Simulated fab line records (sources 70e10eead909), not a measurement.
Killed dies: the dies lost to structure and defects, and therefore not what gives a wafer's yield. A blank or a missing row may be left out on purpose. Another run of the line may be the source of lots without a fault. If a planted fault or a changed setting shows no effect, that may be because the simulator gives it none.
Which tool was responsible? -- flow nand_harc -- 39 wafers sampled from 13 lots at 1 step of a route of 1159

## WHAT EACH GAUGE READ, for each wafer
NHARC_A_M1_INSPECT_27. Usual: raw_defect_count 490, standard deviation 160.
lot,measured,on,raw_defect_count,flag
L657,day 18 01:42,defect_inspect-01,488 308 439,
L658,day 18 08:50,defect_inspect-01,480 426 534,
L659,day 18 13:13,defect_inspect-01,360 485 527,
L662,day 18 13:25,defect_inspect-02,511 376 644,
L660,day 19 01:03,defect_inspect-02,495 502 505,
L663,day 19 09:47,defect_inspect-02,508 569 449,
L661,day 19 10:35,defect_inspect-01,314 298 343,
L665,day 20 05:01,defect_inspect-01,441 313 485,
L671,day 21 00:44,defect_inspect-02,364 367 346,
L672,day 21 20:50,defect_inspect-01,417 621 585,
L673,day 22 01:13,defect_inspect-02,412 373 399,
L676,day 22 19:16,defect_inspect-02,424 555 571,
L679,day 23 14:41,defect_inspect-02,373 370 512,

## TOOL THAT RAN EACH LOT (tool first, then ch and the chambers of the sampled wafers, then the start)
Record: no process step prior to these readings.

## AS READ BY THE TOOLS THEMSELVES (means over the sampled wafers that have a number; for cases with no such wafer, the mark the record gives instead)
The record holds no such reading with a usual standard deviation.

## THE ANSWER, worked out from the rows above alone
Rule: lot off if the mean of its wafers having a number is beyond 3 standard deviations from the usual mean. Also off: a lot with no number at a reading for which 4 or more lots have one. Where the step has rows for the other lots, those lots are counted as sound. After the gauges, taken in route order, come the tools' own readings; for these a lot's mean is taken, as printed above. The first step at which some lot is off is used, and at that step the reading that is off furthest; a lot without a number counts as furthest.
Nothing can be told from this: no lot is off at any reading shown.

## WHAT THE SIMULATOR PUT IN
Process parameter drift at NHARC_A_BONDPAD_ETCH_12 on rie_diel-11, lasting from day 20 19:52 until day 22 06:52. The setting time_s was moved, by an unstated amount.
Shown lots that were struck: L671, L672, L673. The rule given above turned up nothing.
